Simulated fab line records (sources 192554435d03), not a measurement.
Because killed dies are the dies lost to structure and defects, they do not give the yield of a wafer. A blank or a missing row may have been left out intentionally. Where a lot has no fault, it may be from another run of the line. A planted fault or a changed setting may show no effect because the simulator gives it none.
Lot-split experiment	flow n5_finfet	7 lots, 39 wafers read, on a route of 1938 steps

== SPLIT DETAILS ==
At N5_BEOL_M1_ILD_DEP_00 (deposits SiOC from DEMS/O2, target thk 79 nm, time 15.3 s), the setting time_s was moved away from the recipe's 15.3 s on 18 of the 39 wafers read, by -58.1% to +57.0%. This setting was run at the recipe's value on the other wafers.

Split to reading: the file shows no intervening step.

== THE READING ==
M1_ILD_THK, in nm, at N5_BEOL_M1_THK_MEAS_01. On this fab line, fault-free wafers typically give 78.7 nm with a standard deviation of 0.98 nm.

wafer	tool, chamber at the split	time_s as run, s	against the recipe	M1_ILD_THK, nm	against lot-mates on the recipe
L074.1	pecvd-04, 2	15.3	recipe	77.7	-
L074.2	pecvd-04, 1	24.02	+57.0%	120.6	+41.9
L074.3	pecvd-04, 2	24.02	+57.0%	123.2	+44.5
L074.4	pecvd-04, 1	15.3	recipe	79.6	-
L074.5	pecvd-04, 2	24.02	+57.0%	123.9	+45.2
L074.6	pecvd-04, 1	15.3	recipe	78.9	-
L078.1	pecvd-03, 0	6.408	-58.1%	34.3	-45.3
L078.2	pecvd-03, 2	15.3	recipe	79.0	-
L078.3	pecvd-03, 1	6.408	-58.1%	33.8	-45.8
L078.4	pecvd-03, 1	15.3	recipe	80.0	-
L078.5	pecvd-03, 2	6.408	-58.1%	34.6	-45.0
L078.6	pecvd-03, 0	15.3	recipe	79.7	-
L093.1	pecvd-04, 0	18.65	+21.9%	95.4	+15.5
L093.2	pecvd-04, 2	15.3	recipe	79.5	-
L093.3	pecvd-04, 1	18.65	+21.9%	93.9	+14.0
L093.4	pecvd-04, 0,1	15.3	recipe	80.0	-
L093.5	pecvd-04, 0,1	15.3	recipe	80.1	-
L093.6	pecvd-04, 2	18.65	+21.9%	97.0	+17.1
L095.1	pecvd-04, 2,1	15.3	recipe	78.5	-
L095.2	pecvd-04, 1	20.88	+36.5%	105.7	+26.6
L095.3	pecvd-04, 0	20.88	+36.5%	106.9	+27.8
L095.4	pecvd-04, 0	20.88	+36.5%	107.8	+28.7
L095.5	pecvd-04, 2,1	15.3	recipe	78.6	-
L095.6	pecvd-04, 2	15.3	recipe	80.3	-
L094.1	pecvd-02, 1	15.3	recipe	78.2	-
L094.2	pecvd-02, 0,2	23.05	+50.7%	117.6	+38.5
L094.3	pecvd-02, 0,2	23.05	+50.7%	117.6	+38.5
L094.4	pecvd-02, 0	15.3	recipe	79.2	-
L094.5	pecvd-02, 2	15.3	recipe	80.0	-
L094.6	pecvd-02, 1	23.05	+50.7%	119.1	+40.0
L096.2	pecvd-03, 2,0	15.3	recipe	77.5	-
L096.3	pecvd-03, 2,0	15.3	recipe	77.5	-
L096.6	pecvd-03, 2	15.3	recipe	79.0	-
L097.1	pecvd-03, 1	21.71	+41.9%	110.3	+31.3
L097.2	pecvd-03, 2	15.3	recipe	78.1	-
L097.3	pecvd-03, 0	15.3	recipe	78.7	-
L097.4	pecvd-03, 0	15.3	recipe	80.1	-
L097.5	pecvd-03, 2	21.71	+41.9%	112.8	+33.8
L097.6	pecvd-03, 1	21.71	+41.9%	112.1	+33.1
Where a row lists several chambers, the file gives one row for several wafers and doesn't say which wafer went through which chamber.

FIT RESULTS
A straight line over all 39 wafers: M1_ILD_THK changes by +0.769 nm for each +1% of time_s; r = +1.00; the points scatter about the line by 0.99 nm.
The same after taking each lot's own level away (the mean of its wafers on the recipe; 39 wafers): +0.773 nm for each +1%; r = +1.00; scatter 0.96 nm.
According to that fit, moving time_s by its largest amount changes the reading by 45 nm.
The lots' own levels span 78.00 to 79.87 nm, that is 1.9 times the standard deviation above.
The two slopes agree, so the slope changes little with the lot-to-lot level.
Check: -45 nm against its lot-mates is what the line predicts for one of the wafers moved furthest among these (-58.1%) when that wafer is left out of the fit. It came out at -45.3 nm against them.

== FURTHER SPLITS ON THESE WAFERS ==
These wafers also went through other splits before the reading. Each is held against what the fit with the lots' levels taken away leaves over:
other split on the same wafers	wafers away from the commonest value	r with M1_ILD_THK (lot level and that fit taken away)
N5_FIN_SAQP_ALD_61 ald_cycles	15	+0.04
N5_DUMMY_GATE_ETCH_31 target_depth_a	15	+0.03
N5_HKMG_FIN_ALD_75 target_thk_a	12	-0.21
N5_HKMG_FIN_ALD_72 ald_cycles	18	+0.04
N5_MOL_CONTACT_COAG_ALD_27 time_s	15	+0.04

== THE WHOLE CHAIN: every reading that the file lists as answering this split, in the file's order ==
step	what it does	reading	change (the file's fit)	r (the file's)
N5_BEOL_M1_ILD_DEP_00	deposits SiOC from DEMS/O2, target thk 79 nm, time 15.3 s	SiOC_of_BEOL_M1_ILD_DEP_00.thk_nm (the simulator's own value, which no gauge read)	+0.771 nm for each +1% of the setting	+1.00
N5_BEOL_M1_THK_MEAS_01		M1_ILD_THK	+0.771 for each +1% of the setting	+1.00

== THE FILE'S OWN FIT ==
M1_ILD_THK changes by +0.771 nm for each +1% of time_s, r = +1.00.
